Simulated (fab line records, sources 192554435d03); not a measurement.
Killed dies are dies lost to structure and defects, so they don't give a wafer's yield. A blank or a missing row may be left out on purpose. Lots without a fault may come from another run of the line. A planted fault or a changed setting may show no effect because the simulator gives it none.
fab line records | flow n5_finfet
record lots=11 wafers=33 last_day=18
route steps=1938 shown BEOL_M12@1639 PASSIVATION@1906
lots that met no fault: from a run of the same line without faults
start_h: hours from the record's first day to the start of the lot's first wafer shown | wait_h: hours since the lot's step before | " the same as in the row above | L1.1+2: a row that stands for several wafers | - no value, or no start given | * or withheld: withheld | < > ~ a bound
route shown NAME@n: a module of which the file shows steps, and the number in the route of the first | usual: mean/standard deviation of fault-free wafers | same: alike in all rows | chamber/n: place in a boat | sites: the reading at each site | _std_site: their standard deviation | _edge_site: outer sites' mean less inner sites' | radius_mm: how far each site lies from the wafer's centre | mask NAME#n: copy n | behind: the tool/chamber that last shaped the wafer | hold: why the lot was held/for how many hours/how that ended | device: the transistor (n, p or np) that didn't switch | end of line: the same wafers' tests at the end of the route | a step without rows: its recipe alone | killed: dies lost to structure and defects at the first sort, not the wafer's yield | map: a wafer's dies, x killed, . not, _ none there
set.NAME: the setting as run; set.NAME@STEP: as run at that earlier step | model.NAME: the simulator's own value behind a step, which no gauge read
steps of the route over a sample of lots; a table a step, a row a wafer
services: from which hour (start_h, from the record's first day; less than 0 if before it) a tool's chamber was out of use, for how many hours, and why
## steps
# step N5_BEOL_M12_TRENCH_ETCH_34
# recipe chemistry=C4F8/O2/Ar target=SiOC target_depth_a=3189.5 mask_material=SOC pressure_mtorr=30 source_w=3000 bias_w=700 Ar_flow_sccm=400 C4F8_flow_sccm=15 O2_flow_sccm=8 he_inner_torr=15 he_outer_torr=30 time_s=125.5 ion_energy_ev=250
# usual drypump_motor_current_A=5.7/0.46 oes_product_au=0.77/0.057 rf_vpp_V=665/3.5 showerhead_plenum_p_Torr=3.40/0.12 throttle_valve_pct=24.25/0.15
# columns lot.wafer tool chamber start_h wait_h drypump_motor_current_A oes_product_au rf_hours_counter_h rf_vpp_V showerhead_plenum_p_Torr throttle_valve_pct
L635.3 rie_diel-01 0 258.91 0.0 6.2 0.80 95 663 3.32 24.24
L635.5 " 1 " " 5.0 0.88 - 671 3.61 24.15
L635.6 " 0 " " 6.3 0.80 - 662 3.32 24.24
L638.1 rie_diel-01 0 293.76 0.0 6.3 0.78 106 664 3.31 24.27
L638.3 " 1 " " 5.0 0.85 38 670 3.61 24.16
L638.6 " 0 " " 6.3 0.78 - 662 3.31 24.24
L637.1 rie_diel-01 1 294.79 0.0 5.0 0.86 39 672 3.61 24.16
L637.2 " 0 " " 6.2 0.79 107 663 3.31 24.26
L637.3 " 3 " " 6.2 0.74 156 661 3.30 24.23
L640.3 rie_diel-01 0 305.37 0.0 6.2 0.78 111 661 3.31 24.25
L640.4 " 1 " " 5.0 0.84 - 671 3.61 24.15
L640.6 " 0 " " 6.3 0.78 - 663 3.31 24.25
L641.1 rie_diel-01 0 309.57 0.0 6.2 0.78 113 661 3.31 24.28
L641.4 " 3 " " 6.2 0.73 159 662 3.29 24.22
L641.6 " 1 " " 5.0 0.85 - 670 3.60 24.16
L642.2 rie_diel-01 1 322.31 0.0 5.0 0.85 50 672 3.60 24.17
L642.3 " 0 " " 6.2 0.78 117 662 3.31 24.26
L642.4 " 3 " " 6.2 0.74 162 661 3.29 24.23
L644.1 rie_diel-01 0 323.52 0.0 6.3 0.77 117 662 3.31 24.24
L644.4 " 1 " " 5.0 0.83 50 672 3.60 24.17
L644.5 " 1 " " 5.1 0.83 - 672 3.60 24.15
L643.1 rie_diel-02 2 328.91 0.0 5.7 0.82 97 663 3.33 24.50
L643.2 " 0 " " 5.3 0.67 244 664 3.39 24.41
L643.3 " 3 " " 5.9 0.72 186 669 3.55 23.97
L647.2 rie_diel-02 1 356.63 0.0 6.2 0.70 202 659 3.26 24.38
L647.4 " 1 " " 6.1 0.71 - 660 3.26 24.36
L647.6 " 3 " " 5.9 0.71 - 668 3.54 23.98
L653.2 rie_diel-04 3 387.98 0.0 5.5 0.78 114 666 3.47 24.40
L653.4 " 1 " " 5.4 0.71 204 660 3.25 24.26
L653.6 " 2 " " 4.7 0.79 - 664 3.43 24.01
L652.2 rie_diel-04 3 394.93 0.0 5.5 0.78 116 666 3.47 24.40
L652.3 " 1 " " 5.4 0.71 206 661 3.25 24.26
L652.5 " 0 " " 6.1 0.79 - 663 3.33 24.34
# step N5_PASSIVATION_OVL_MEAS_63
# recipe points_per_wafer=44
# usual PAD_OVL=1/7
# columns lot.wafer tool chamber start_h wait_h PAD_OVL[nm]
L635.3 overlay-01 0 291.72 0.0 3
L635.5 " 0 " " -4
L635.6 " 0 " " 2
L638.1 overlay-01 0 325.84 0.0 -8
L638.3 " 0 " " -2
L638.6 " 0 " " -7
L637.1 overlay-02 0 332.79 0.0 10
L637.2 " 0 " " 12
L637.3 " 0 " " 14
L641.1 overlay-01 0 345.12 0.0 -8
L641.4 " 0 " " -11
L641.6 " 0 " " -6
L640.3 overlay-02 0 350.78 0.0 -1
L640.4 " 0 " " -7
L640.6 " 0 " " -3
L642.2 overlay-01 0 371.73 0.0 4
L642.3 " 0 " " 10
L642.4 " 0 " " 10
L644.1 overlay-01 0 383.34 0.0 10
L644.4 " 0 " " 5
L644.5 " 0 " " -1
L643.1 overlay-02 0 384.06 0.0 0
L643.2 " 0 " " -4
L643.3 " 0 " " 3
L647.2 overlay-02 0 392.82 0.0 -4
L647.4 " 0 " " -10
L647.6 " 0 " " -7
L653.2 overlay-01 0 419.34 0.0 -4
L653.4 " 0 " " -5
L653.6 " 0 " " 0
L652.2 overlay-01 0 430.49 0.0 -2
L652.3 " 0 " " 0
L652.5 " 0 " " 7
# step N5_PASSIVATION_DESCUM_32
# recipe chemistry=O2 time_s=7.9 source_power_w=50 bias_power_w=20 pressure_mtorr=20 rf_frequency_hz=2.712e+07 temp_c=40 o2_flow_sccm=225
# usual drypump_motor_current_A=5.7/0.47 oes_product_au=0.76/0.059 rf_vpp_V=242.9/1.5 showerhead_plenum_p_Torr=2.06/0.082 throttle_valve_pct=20.43/0.12
# columns lot.wafer tool chamber start_h wait_h drypump_motor_current_A oes_product_au rf_hours_counter_h rf_vpp_V showerhead_plenum_p_Torr throttle_valve_pct
L635.3 rie_diel-01 2 291.84 0.1 5.6 0.75 159 244.4 2.10 20.48
L635.5 " 2 " " 5.6 0.74 - 242.0 2.10 20.48
L635.6 " 1 " " 5.0 0.86 - 244.9 2.24 20.51
L638.1 rie_diel-02 3 325.90 0.0 5.9 0.73 185 245.8 2.18 20.21
L638.3 " 1 " " 6.2 0.72 192 241.5 1.98 20.47
L638.6 " 1 " " 6.2 0.72 - 240.4 1.98 20.47
L637.1 rie_diel-01 2 332.85 0.0 5.6 0.74 173 242.5 2.09 20.51
L637.2 " 3 " " 6.2 0.74 165 241.0 2.01 20.46
L637.3 " 1 " " 5.1 0.85 52 244.7 2.23 20.52
L641.1 rie_diel-04 2 345.40 0.3 4.7 0.80 100 242.9 2.10 20.23
L641.4 " 3 " " 5.5 0.78 101 243.1 2.11 20.45
L641.6 " 1 " " 5.3 0.72 - 241.1 1.99 20.56
L640.3 rie_diel-02 2 350.84 0.0 5.7 0.81 103 242.6 2.00 20.50
L640.4 " 0 " " 5.2 0.66 249 242.8 2.04 20.46
L640.6 " 2 " " 5.7 0.82 - 241.7 2.00 20.48
L642.2 rie_diel-04 3 371.79 0.0 5.5 0.78 109 244.5 2.11 20.47
L642.3 " 2 " " 4.7 0.80 108 241.2 2.10 20.25
L642.4 " 0 " " 6.1 0.79 105 241.6 2.00 20.29
L644.1 rie_diel-01 2 383.50 0.1 5.6 0.72 191 244.0 2.09 20.53
L644.4 " 0 " " 6.2 0.76 139 241.6 2.00 20.45
L644.5 " 3 " " 6.2 0.72 - 241.1 2.00 20.48
L643.1 rie_diel-04 1 384.12 0.0 5.4 0.71 202 241.8 1.99 20.56
L643.2 " 2 " " 4.7 0.81 112 242.8 2.10 20.23
L643.3 " 3 " " 5.5 0.79 113 243.9 2.11 20.49
L647.2 rie_diel-02 3 392.89 0.0 5.9 0.70 211 243.3 2.17 20.24
L647.4 " 3 " " 5.9 0.71 - 244.7 2.17 20.24
L647.6 " 1 " " 6.1 0.70 - 241.2 1.97 20.52
L653.2 rie_diel-04 2 419.39 0.0 4.7 0.78 125 243.7 2.10 20.27
L653.4 " 1 " " 5.4 0.70 215 241.3 1.98 20.59
L653.6 " 1 " " 5.4 0.71 - 243.2 1.98 20.59
L652.2 rie_diel-02 3 430.59 0.1 5.9 0.70 227 245.0 2.16 20.28
L652.3 " 0 " " 5.3 0.91 25 243.3 2.04 20.27
L652.5 " 3 " " 5.9 0.69 - 244.1 2.16 20.28
# step N5_PASSIVATION_ETCH_54
# recipe chemistry=CHF3/O2 target=SiO2 target_depth_a=8800 CHF3_flow_sccm=50 O2_flow_sccm=5 Ar_flow_sccm=200 time_s=440 mask_material=PR pressure_mtorr=30 source_w=650 bias_w=170 ion_energy_ev=200
# usual drypump_motor_current_A=5.7/0.47 oes_product_au=0.76/0.066 rf_vpp_V=525/10 showerhead_plenum_p_Torr=2.38/0.082 throttle_valve_pct=18.85/0.12
# columns lot.wafer tool chamber start_h wait_h drypump_motor_current_A oes_product_au rf_hours_counter_h rf_vpp_V showerhead_plenum_p_Torr throttle_valve_pct
L635.3 rie_diel-04 0 294.01 0.1 6.1 0.81 80 526 2.36 18.83
L635.5 " 0 " " 6.1 0.81 - 524 2.36 18.85
L635.6 " 2 " " 4.7 0.83 - 531 2.43 18.60
L638.1 rie_diel-01 1 328.03 0.1 5.1 0.83 51 528 2.54 18.76
L638.3 " 0 " " 6.2 0.77 119 506 2.33 18.91
L638.6 " 1 " " 5.0 0.83 - 528 2.54 18.75
L637.1 rie_diel-01 3 335.03 0.1 6.2 0.73 166 535 2.32 18.85
L637.2 " 2 " " 5.6 0.73 174 533 2.40 18.86
L637.3 " 0 " " 6.2 0.77 121 507 2.33 18.90
L641.1 rie_diel-04 2 347.78 0.1 4.8 0.81 101 531 2.42 18.61
L641.4 " 3 " " 5.5 0.79 102 533 2.45 18.94
L641.6 " 1 " " 5.4 0.73 - 515 2.29 18.83
L640.3 rie_diel-02 1 352.84 0.1 6.1 0.71 199 516 2.29 18.97
L640.4 " 3 " " 5.9 0.72 192 536 2.51 18.64
L640.6 " 3 " " 5.9 0.72 - 537 2.51 18.65
L642.2 rie_diel-01 2 374.04 0.1 5.6 0.72 187 534 2.40 18.89
L642.3 " 0 " " 6.2 0.77 136 508 2.32 18.93
L642.4 " 3 " " 6.2 0.72 179 535 2.31 18.88
L644.1 rie_diel-02 1 385.50 0.1 6.2 0.71 213 514 2.29 18.98
L644.4 " 3 " " 5.9 0.71 - 536 2.50 18.66
L644.5 " 0 " " 5.2 0.97 - 526 2.38 18.70
L643.1 rie_diel-04 0 386.92 0.1 6.1 0.77 110 525 2.34 18.90
L643.2 " 1 " " 5.4 0.71 203 516 2.29 18.86
L643.3 " 3 " " 5.5 0.77 114 533 2.45 18.96
L647.2 rie_diel-01 1 396.49 0.1 5.0 0.81 74 527 2.54 18.80
L647.4 " 0 " " 6.2 0.76 142 506 2.32 18.92
L647.6 " 3 " " 6.2 0.72 - 537 2.31 18.88
L653.2 rie_diel-02 3 421.53 0.1 5.9 0.70 224 536 2.49 18.69
L653.4 " 1 " " 6.1 0.69 - 514 2.28 19.01
L653.6 " 3 " " 5.9 0.69 - 536 2.49 18.69
L652.2 rie_diel-04 2 432.59 0.1 4.7 0.79 129 530 2.41 18.65
L652.3 " 0 " " 6.1 0.76 125 525 2.34 18.91
L652.5 " 0 " " 6.2 0.77 - 526 2.34 18.92
# step N5_PASSIVATION_PROBE_49
# usual defect_limited_yield=91.5/1.5 killed_at_M0_to_M3=33/10 killed_at_M4_up=15/6.4 killed_at_contacts=12/5.4 killed_at_front_end=38/9.8 killed_at_other=4/3.1 killed_dies=101/18 killed_open=67/14 killed_short=33/7.9 sort_bin_5_function=5.0/1 sort_bin_6_memory=3.2/0.67 sort_n_pass=1079/18 sort_yield_pct=91.5/1.5
# same gross_dies=1180 killed_at_back_side=0 sort_bin_4_leakage[%]=0 sort_bin_8_speed[%]=0
# columns lot.wafer tool chamber start_h wait_h defect_limited_yield[%] killed_at_M0_to_M3 killed_at_M4_up killed_at_contacts killed_at_front_end killed_at_other killed_dies killed_open killed_short sort_bin_5_function[%] sort_bin_6_memory[%] sort_n_pass sort_yield_pct[%]
L642.2 prober-02 - 376.88 0.1 85.1 22 106 9 36 3 176 58 28 7.5 4.4 1004 85.1
L642.3 prober-02 - 376.93 0.1 79.7 29 163 12 34 1 239 56 33 12.4 4.4 941 79.7
L642.4 prober-02 - 376.98 0.2 80.8 18 156 12 36 5 227 52 24 11.5 4.4 953 80.8
L644.1 prober-01 - 388.32 0.0 80.3 33 158 7 30 4 232 53 31 12.5 4.1 948 80.3
L644.4 prober-01 - 388.47 0.2 84.5 35 104 19 21 4 183 57 33 8.8 3.6 997 84.5
L644.5 prober-01 - 388.52 0.2 84.8 31 116 10 20 2 179 54 29 8.6 3.8 1001 84.8
# killed by level:class
L642.2 BEOL_M12:unspecified=90 FIN_SAQP:geometric_particle:open=13 BEOL_M0_SAQP:geometric_particle:short=12 BEOL_M4:geometric_particle:open=12 STI_FIN_REVEAL:geometric_particle:open=10 MOL_CONTACT_COAG:geometric_particle:open=7 BEOL_M0_SAQP:geometric_particle:open=4 FIN_SAQP:geometric_particle:short=3
L642.3 BEOL_M12:unspecified=150 BEOL_M0_SAQP:geometric_particle:short=15 MOL_CONTACT_COAG:geometric_particle:open=10 STI_FIN_REVEAL:geometric_particle:open=9 BEOL_M4:geometric_particle:open=9 BEOL_M0_SAQP:geometric_particle:open=8 FIN_SAQP:geometric_particle:short=4 STI_FIN_REVEAL:geometric_particle:short=4
L642.4 BEOL_M12:unspecified=149 STI_FIN_REVEAL:geometric_particle:open=11 MOL_CONTACT_COAG:geometric_particle:open=11 BEOL_M0_SAQP:geometric_particle:short=7 FIN_SAQP:geometric_particle:open=5 FIN_SAQP:geometric_particle:short=4 BEOL_M0_SAQP:geometric_particle:open=4 BEOL_M2:geometric_particle:open=4
L644.1 BEOL_M12:unspecified=145 BEOL_M4:geometric_particle:open=7 MOL_CONTACT_COAG:geometric_particle:open=6 BEOL_M1:geometric_particle:open=6 BEOL_M2:geometric_particle:open=6 FIN_SAQP:geometric_particle:open=5 ILD0:geometric_particle:short=5 BEOL_M0_SAQP:geometric_particle:open=5
L644.4 BEOL_M12:unspecified=91 MOL_CONTACT_COAG:geometric_particle:open=13 BEOL_M3:geometric_particle:open=11 BEOL_M4:geometric_particle:open=7 MOL_CONTACT_COAG:geometric_particle:short=6 BEOL_M0:geometric_particle:open=6 BEOL_M2:geometric_particle:open=5 STARTING-WAFER:geometric_particle:open=5
L644.5 BEOL_M12:unspecified=95 BEOL_M4:geometric_particle:open=12 BEOL_M0_SAQP:geometric_particle:short=8 MOL_CONTACT_COAG:geometric_particle:open=8 BEOL_M0_SAQP:geometric_particle:open=7 BEOL_M3:geometric_particle:open=6 BEOL_M1:geometric_particle:open=6 BEOL_M4:geometric_particle:short=4
## services
# columns tool chamber start_h hours kind
rie_diel-04 1 279.28 15.5 repair
rie_diel-01 3 303.58 4.3 repair
rie_diel-04 1 320.36 8.2 repair
rie_diel-02 0 353.56 - clean
rie_diel-02 0 353.56 - consumable_replace:focus_ring
rie_diel-02 0 353.56 21.8 scheduled_down
rie_diel-02 0 353.56 21.8 vent_cycle
rie_diel-04 - 354.93 2.8 pm
rie_diel-02 2 384.68 51.3 repair
rie_diel-01 3 425.38 4.0 repair
## key
first_sign step=N5_PASSIVATION_PROBE_49 reading=killed_at_M4_up direction=up sigmas=19 usual=15 struck=134
effect step=N5_PASSIVATION_PROBE_49 reading=killed_dies direction=up sigmas=5.9 usual=101 struck=206
more_kills_born_at N5_BEOL_M12_TRENCH_ETCH_34@rie_diel-01=720
met_at N5_BEOL_M12_TRENCH_ETCH_34
struck_lots L642,L644
not_acting_at N5_PASSIVATION_OVL_MEAS_63,N5_PASSIVATION_DESCUM_32,N5_PASSIVATION_ETCH_54
onset_between 309.57 322.31
fault kind=chamber_particle_source tool=rie_diel-01 chamber=- onset_h=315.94 steps=N5_BEOL_M12_TRENCH_ETCH_34 rate_per_visit_cm2=1.5579 end_h=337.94
